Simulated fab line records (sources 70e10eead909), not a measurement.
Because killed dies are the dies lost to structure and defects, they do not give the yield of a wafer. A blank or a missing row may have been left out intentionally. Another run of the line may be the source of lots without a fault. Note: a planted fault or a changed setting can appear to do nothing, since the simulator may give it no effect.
fab line records :: flow nand-harc :: part 2 of 2: steps 41 to 41 of 41
record:
  lots: 7
  wafers: 21
  last-day: 31
route steps=1302 shown P_M1@287 P_M2@318 END@1302
lots with no fault: from the same line, run without faults
start-h: the number of hours between the record's first day and the start of the first shown wafer of the lot :: wait-h: how many hours have passed since the lot's step before this one :: " identical to the entry in the row above :: L1.1+2: one row covering several wafers at once :: - no value, or no start was given :: * or withheld: withheld :: < > ~ a bound
route shown NAME@n: NAME is a module with steps in the file, n the number in the route of the first one :: usual: average and standard deviation across the fault-free wafers :: same: alike in all rows :: chamber/n: place in a boat :: sites: each site's reading :: _std_site: standard deviation across them :: _edge_site: mean of outer sites minus mean of inner sites :: radius-mm: for every site, how far away it sits from the centre of the wafer :: mask NAME#n: copy n :: behind: the most recent tool/chamber to have shaped the wafer :: hold: why the lot was held/for how many hours/how that ended :: device: names the non-switching transistor (n, p or np) :: end of line: at the end of the route, the tests of the same wafers :: a step with no rows: only its recipe :: killed: not the wafer's yield, but the dies lost to structure and defects at the first sort :: map: a wafer's dies, marking killed ones x, the rest . and places with no die _
set.NAME: the setting that was run; set.NAME@STEP: the one run at that earlier step :: model.NAME: the simulator's own value behind a step, which no gauge read
certain route steps with their lots: each step a table, each wafer a row
services: the hour from which a tool's chamber was out of use, counted from the record's first day as start-h (under 0 if before that day), plus the number of hours and why
== steps ==
step: NHARC_END_SORT_01
recipe:
  temp-c: 25
usual:
  defect-limited-yield: 90.9/2.8
  killed-at-array: 56/19
  killed-at-other: 1.0/1.3
  killed-at-periphery: 3.8/2.2
  killed-dies: 61/19
  killed-open: 3.1/1.9
  killed-short: 2.3/1.5
same:
  gross-dies: 677
lot.wafer: L169.2
tool: prober-02
chamber: 0
start-h: 573.42
wait-h: 2.8
defect-limited-yield[%]: 92.6
killed-at-array: 48
killed-at-other: 0
killed-at-periphery: 2
killed-dies: 50
killed-open: 1
killed-short: 1

lot.wafer: L169.4
tool: prober-02
chamber: 0
start-h: 575.00
wait-h: 3.4
defect-limited-yield[%]: 94.2
killed-at-array: 35
killed-at-other: 0
killed-at-periphery: 4
killed-dies: 39
killed-open: 1
killed-short: 2

lot.wafer: L169.6
tool: prober-02
chamber: 0
start-h: 576.58
wait-h: 4.0
defect-limited-yield[%]: 91.6
killed-at-array: 50
killed-at-other: 1
killed-at-periphery: 6
killed-dies: 57
killed-open: 8
killed-short: 4

lot.wafer: L173.1
tool: prober-02
chamber: 0
start-h: 593.36
wait-h: 2.5
defect-limited-yield[%]: 88.6
killed-at-array: 73
killed-at-other: 2
killed-at-periphery: 2
killed-dies: 77
killed-open: 5
killed-short: 1

lot.wafer: L173.2
tool: prober-02
chamber: 0
start-h: 594.15
wait-h: 2.8
defect-limited-yield[%]: 88.6
killed-at-array: 71
killed-at-other: 1
killed-at-periphery: 5
killed-dies: 77
killed-open: 7
killed-short: 1

lot.wafer: L173.5
tool: prober-02
chamber: 0
start-h: 596.53
wait-h: 3.7
defect-limited-yield[%]: 88.5
killed-at-array: 73
killed-at-other: 0
killed-at-periphery: 5
killed-dies: 78
killed-open: 2
killed-short: 2

lot.wafer: L172.1
tool: prober-02
chamber: 0
start-h: 601.12
wait-h: 2.5
defect-limited-yield[%]: 91.6
killed-at-array: 49
killed-at-other: 0
killed-at-periphery: 8
killed-dies: 57
killed-open: 8
killed-short: 2

lot.wafer: L172.2
tool: prober-02
chamber: 0
start-h: 601.91
wait-h: 2.8
defect-limited-yield[%]: 92.9
killed-at-array: 43
killed-at-other: 0
killed-at-periphery: 5
killed-dies: 48
killed-open: 1
killed-short: 4

lot.wafer: L172.4
tool: prober-02
chamber: 0
start-h: 603.50
wait-h: 3.4
defect-limited-yield[%]: 92.2
killed-at-array: 48
killed-at-other: 0
killed-at-periphery: 5
killed-dies: 53
killed-open: 0
killed-short: 6

lot.wafer: L186.2
tool: prober-01
chamber: 0
start-h: 741.20
wait-h: 2.8
defect-limited-yield[%]: 82.3
killed-at-array: 49
killed-at-other: 0
killed-at-periphery: 71
killed-dies: 120
killed-open: 0
killed-short: 3

lot.wafer: L186.3
tool: prober-01
chamber: 0
start-h: 742.00
wait-h: 3.1
defect-limited-yield[%]: 79.6
killed-at-array: 54
killed-at-other: 0
killed-at-periphery: 84
killed-dies: 138
killed-open: 1
killed-short: 3

lot.wafer: L186.5
tool: prober-01
chamber: 0
start-h: 743.61
wait-h: 3.7
defect-limited-yield[%]: 82.4
killed-at-array: 47
killed-at-other: 0
killed-at-periphery: 72
killed-dies: 119
killed-open: 1
killed-short: 1

lot.wafer: L187.1
tool: prober-02
chamber: 0
start-h: 742.84
wait-h: 2.5
defect-limited-yield[%]: 85.1
killed-at-array: 25
killed-at-other: 0
killed-at-periphery: 76
killed-dies: 101
killed-open: 2
killed-short: 2

lot.wafer: L187.2
tool: prober-02
chamber: 0
start-h: 743.64
wait-h: 2.8
defect-limited-yield[%]: 84.6
killed-at-array: 25
killed-at-other: 0
killed-at-periphery: 79
killed-dies: 104
killed-open: 2
killed-short: 2

lot.wafer: L187.6
tool: prober-02
chamber: 0
start-h: 746.87
wait-h: 4.0
defect-limited-yield[%]: 84.0
killed-at-array: 32
killed-at-other: 0
killed-at-periphery: 76
killed-dies: 108
killed-open: 3
killed-short: 0

lot.wafer: L188.1
tool: prober-01
chamber: 0
start-h: 748.22
wait-h: 2.5
defect-limited-yield[%]: 77.4
killed-at-array: 66
killed-at-other: 0
killed-at-periphery: 87
killed-dies: 153
killed-open: 5
killed-short: 2

lot.wafer: L188.5
tool: prober-01
chamber: 0
start-h: 751.46
wait-h: 3.7
defect-limited-yield[%]: 75.2
killed-at-array: 100
killed-at-other: 0
killed-at-periphery: 68
killed-dies: 168
killed-open: 1
killed-short: 3

lot.wafer: L188.6
tool: prober-01
chamber: 0
start-h: 752.27
wait-h: 4.0
defect-limited-yield[%]: 73.4
killed-at-array: 85
killed-at-other: 1
killed-at-periphery: 94
killed-dies: 180
killed-open: 2
killed-short: 0
killed by level:class
L169.2 A_CHANNEL_HOLE_D2:chamber-film-flake=30 A_STAIRCASE:chamber-film-flake=6 A_CONTACT:chamber-film-flake=4 A_CHANNEL_HOLE_D1:chamber-film-flake=3 A_CHANNEL_FILL_D1:geometric-particle:short=1 A_ONON_D2:geometric-particle:open=1 P_GATE:chamber-film-flake=1 P_M2:chamber-film-flake=1
L169.4 A_CHANNEL_HOLE_D2:chamber-film-flake=23 A_STAIRCASE:chamber-film-flake=6 P_GATE:chamber-film-flake=2 A_CHANNEL_HOLE_D1:chamber-film-flake=2 A_WL_FILL:chamber-film-flake=2 P_M0:geometric-particle:open=1 A_CHANNEL_FILL_D2:geometric-particle:short=1 A_WL_FILL:geometric-particle:short=1
L169.6 A_CHANNEL_HOLE_D2:chamber-film-flake=35 P_GATE:chamber-film-flake=3 A_STAIRCASE:chamber-film-flake=3 P_M0:geometric-particle:short=2 A_CHANNEL_FILL_D1:geometric-particle:open=2 A_CHANNEL_HOLE_D1:chamber-film-flake=2 P_GATE:geometric-particle:open=1 A_SOURCE_PLATE:geometric-particle:short=1
L173.1 A_CHANNEL_HOLE_D1:chamber-film-flake=32 A_SLIT:chamber-film-flake=25 A_CHANNEL_HOLE_D2:chamber-film-flake=5 A_CONTACT:chamber-film-flake=3 A_BONDPAD:chamber-film-flake=2 P_M0:geometric-particle:open=1 A_ONON_D2:geometric-particle:open=1 A_CHANNEL_FILL_D2:geometric-particle:open=1
L173.2 A_CHANNEL_HOLE_D1:chamber-film-flake=31 A_SLIT:chamber-film-flake=21 A_CHANNEL_HOLE_D2:chamber-film-flake=11 P_GATE:geometric-particle:open=2 P_STI:chamber-film-flake=2 P_CONTACT:geometric-particle:open=1 A_SOURCE_PLATE:geometric-particle:open=1 A_ONON_D1:geometric-particle:open=1
L173.5 A_CHANNEL_HOLE_D1:chamber-film-flake=26 A_SLIT:chamber-film-flake=25 A_CHANNEL_HOLE_D2:chamber-film-flake=14 A_CONTACT:chamber-film-flake=3 P_STI:chamber-film-flake=2 A_STAIRCASE:chamber-film-flake=2 P_CONTACT:geometric-particle:open=1 A_ONON_D2:geometric-particle:short=1
L172.1 A_SLIT:chamber-film-flake=27 A_CHANNEL_HOLE_D2:chamber-film-flake=5 P_ZERO_WELL:chamber-film-flake=3 A_CHANNEL_HOLE_D1:chamber-film-flake=3 A_M1:chamber-film-flake=3 A_ONON_D2:geometric-particle:open=2 A_M0:geometric-particle:open=2 P_GATE:chamber-film-flake=2
L172.2 A_SLIT:chamber-film-flake=25 A_CONTACT:chamber-film-flake=6 P_GATE:chamber-film-flake=3 A_CHANNEL_HOLE_D2:chamber-film-flake=3 P_M2:geometric-particle:open=1 A_CHANNEL_FILL_D1:geometric-particle:short=1 A_DECK1_JOINT:geometric-particle:short=1 A_CHANNEL_HOLE_D2:geometric-particle:short=1
L172.4 A_SLIT:chamber-film-flake=21 A_CHANNEL_HOLE_D2:chamber-film-flake=12 A_CONTACT:chamber-film-flake=4 A_CHANNEL_HOLE_D1:chamber-film-flake=3 A_CHANNEL_FILL_D2:geometric-particle:short=2 A_M1:chamber-film-flake=2 P_M1:geometric-particle:short=1 A_ONON_D2:geometric-particle:short=1
L186.2 P_M1:unspecified=69 A_CHANNEL_HOLE_D2:chamber-film-flake=24 A_CHANNEL_HOLE_D1:chamber-film-flake=7 A_STAIRCASE:chamber-film-flake=7 A_CONTACT:chamber-film-flake=4 P_ZERO_WELL:chamber-film-flake=2 A_CHANNEL_FILL_D1:geometric-particle:short=1 A_WL_FILL:geometric-particle:short=1
L186.3 P_M1:unspecified=80 A_CHANNEL_HOLE_D2:chamber-film-flake=17 A_STAIRCASE:chamber-film-flake=11 A_CONTACT:chamber-film-flake=8 A_SLIT:chamber-film-flake=7 P_ZERO_WELL:chamber-film-flake=4 A_CHANNEL_HOLE_D1:chamber-film-flake=4 A_DECK1_JOINT:chamber-film-flake=2
L187.1 P_M1:unspecified=74 A_CHANNEL_HOLE_D1:chamber-film-flake=10 A_CHANNEL_HOLE_D2:chamber-film-flake=3 A_SLIT:chamber-film-flake=3 P_BONDPAD:chamber-film-flake=2 A_STAIRCASE:chamber-film-flake=2 A_CHANNEL_FILL_D2:geometric-particle:short=1 A_WL_FILL:geometric-particle:open=1
L186.5 P_M1:unspecified=69 A_CHANNEL_HOLE_D2:chamber-film-flake=21 A_SLIT:chamber-film-flake=8 A_STAIRCASE:chamber-film-flake=7 P_ZERO_WELL:chamber-film-flake=3 A_CHANNEL_HOLE_D1:chamber-film-flake=3 A_SGD_CUT:chamber-film-flake=2 A_CONTACT:chamber-film-flake=2
L187.2 P_M1:unspecified=78 A_CHANNEL_HOLE_D1:chamber-film-flake=9 A_SLIT:chamber-film-flake=4 A_CHANNEL_HOLE_D2:chamber-film-flake=3 A_CONTACT:chamber-film-flake=2 A_CHANNEL_FILL_D1:chamber-film-flake=2 A_CHANNEL_FILL_D1:geometric-particle:short=1 A_CHANNEL_FILL_D2:geometric-particle:open=1
L187.6 P_M1:unspecified=71 A_CHANNEL_HOLE_D1:chamber-film-flake=9 A_CONTACT:chamber-film-flake=6 A_ZERO_WELL:chamber-film-flake=3 A_STAIRCASE:chamber-film-flake=3 A_SLIT:chamber-film-flake=3 P_BONDPAD:chamber-film-flake=2 A_DECK1_JOINT:chamber-film-flake=2
L188.1 P_M1:unspecified=85 A_SLIT:chamber-film-flake=23 A_CHANNEL_HOLE_D2:chamber-film-flake=16 A_CHANNEL_HOLE_D1:chamber-film-flake=8 A_CONTACT:chamber-film-flake=7 A_SGD_CUT:chamber-film-flake=3 A_STAIRCASE:chamber-film-flake=2 P_CONTACT:geometric-particle:open=1
L188.5 P_M1:unspecified=65 A_SLIT:chamber-film-flake=32 A_CHANNEL_HOLE_D1:chamber-film-flake=27 A_CHANNEL_HOLE_D2:chamber-film-flake=27 A_CONTACT:chamber-film-flake=4 A_SGD_CUT:chamber-film-flake=2 A_STAIRCASE:chamber-film-flake=2 A_BLC:chamber-film-flake=2
L188.6 P_M1:unspecified=89 A_CHANNEL_HOLE_D1:chamber-film-flake=30 A_SLIT:chamber-film-flake=30 A_CHANNEL_HOLE_D2:chamber-film-flake=19 P_ZERO_WELL:chamber-film-flake=3 A_CONTACT:chamber-film-flake=3 A_STAIRCASE:chamber-film-flake=2 P_M0:geometric-particle:open=1
map L186.3 (x killed, . not)
____________.____________
_________......._________
_______..........._______
______.............______
_____......x........_____
____.x...............____
____......x..........____
___...................___
___...x......x........___
__...x.....x.......x...__
__...x....xx.xx........__
_.....x.x......x........_
_........x...x.xxx......_
_.............x........._
_......x...x..xxxx......_
_............xxxxx....x._
.....x......xxxxxxx..xx.x
.......x....x.xxxxxxx...x
............xxxxxxxx.....
..........x..xxxxxxxx....
............xxxxxxxx.....
_...........xxxxxxxxxx.._
_...........xxxxxxxx...x_
_..........x.xxxxxxxxx.._
_............xxxxxxx.x.._
_............xxxxxxx..x._
__.............xxx.x.x.__
__.........x...xx......__
___..x.x......x..xx...___
___...................___
____.................____
____.................____
_____..............._____
______.............______
_______..........._______
_________......._________
____________.____________
map L187.6 (x killed, . not)
____________.____________
_________......._________
_______...xxxx...x_______
______....xx...x...______
_____x...........xxx_____
____x.......x....xxxx____
____x....x......xxxxx____
___.............xxxxxx___
___...x........xxxxxxx___
__..............xxxxxxx__
__..............xxxxxxx__
_..x.........x..xxxxxxx._
_.............xxxxxxxxx._
_.......x..x...xxxxxxxx._
_............x...xxxxx.._
_.........x.........x..x_
................x...x....
.....................x...
.....................x...
..................x......
..................x......
_x......................_
_.x....................._
_..............x........_
_.....x................._
_......x.xx...x........._
__.......x.............__
__.....................__
___.......xx..........___
___...................___
____.................____
____.........x.......____
_____..............._____
______.............______
_______..........._______
_________......._________
____________.____________
== services ==
tool: rie-diel-09
chamber: 3
start-h: 105.67
hours: 6.6
kind: repair

tool: rie-diel-09
chamber: 1
start-h: 109.98
hours: 3.7
kind: repair

tool: rie-diel-09
chamber: 3
start-h: 123.34
hours: 12.3
kind: repair

tool: pecvd-01
chamber: -
start-h: 130.38
hours: 13.0
kind: pm

tool: rie-diel-09
chamber: 3
start-h: 136.03
hours: 16.1
kind: repair

tool: rie-diel-09
chamber: -
start-h: 138.65
hours: 0.7
kind: repair

tool: rie-diel-09
chamber: -
start-h: 143.10
hours: 9.0
kind: pm

tool: rie-diel-12
chamber: 1
start-h: 151.11
hours: 2.0
kind: repair

tool: rie-diel-09
chamber: -
start-h: 160.98
hours: 0.4
kind: repair

tool: pecvd-03
chamber: -
start-h: 161.44
hours: 1.1
kind: repair

tool: rie-diel-12
chamber: 0
start-h: 179.65
hours: 7.1
kind: repair

tool: pecvd-03
chamber: -
start-h: 185.00
hours: 13.0
kind: pm

tool: rie-diel-09
chamber: 0
start-h: 188.24
hours: 18.5
kind: repair

tool: rie-diel-10
chamber: 0
start-h: 191.77
hours: 4.4
kind: repair

tool: rie-diel-12
chamber: 1
start-h: 213.38
hours: 2.0
kind: repair

tool: rie-diel-12
chamber: 0
start-h: 218.69
hours: 33.5
kind: repair

tool: pecvd-03
chamber: -
start-h: 220.02
hours: 1.2
kind: repair

tool: rie-diel-10
chamber: -
start-h: 242.51
hours: 9.0
kind: pm

tool: pecvd-04
chamber: 0
start-h: 248.34
hours: 4.1
kind: repair

tool: rie-diel-09
chamber: 1
start-h: 262.15
hours: 1.3
kind: repair

tool: pecvd-04
chamber: -
start-h: 269.13
hours: 13.0
kind: pm

tool: rie-diel-12
chamber: -
start-h: 270.28
hours: 9.0
kind: pm

tool: rie-diel-10
chamber: -
start-h: 277.42
hours: 0.7
kind: repair

tool: rie-diel-12
chamber: 3
start-h: 310.16
hours: 3.6
kind: repair
== key ==
first-sign:
  step: NHARC_END_SORT_01
  reading: killed-at-periphery
  direction: up
  sigmas: 33
  usual: 3.8
  struck: 78.6
effect:
  step: NHARC_END_SORT_01
  reading: killed-dies
  direction: up
  sigmas: 3.8
  usual: 61
  struck: 132
more-kills-born-at:
  NHARC_P_M1_ETCH_35@rie-diel-09: 680
met-at NHARC_P_M1_ETCH_35
struck-wafers L186.2,L186.3,L186.5,L187.1,L187.2,L187.6,L188.1,L188.5,L188.6
onset-between 160.12 295.02
also-fits time
fault:
  kind: chamber-particle-source
  tool: rie-diel-09
  chamber: -
  onset-h: 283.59
  steps: NHARC_P_M1_ETCH_35
  rate-per-visit-cm2: 0.8769
  end-h: 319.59
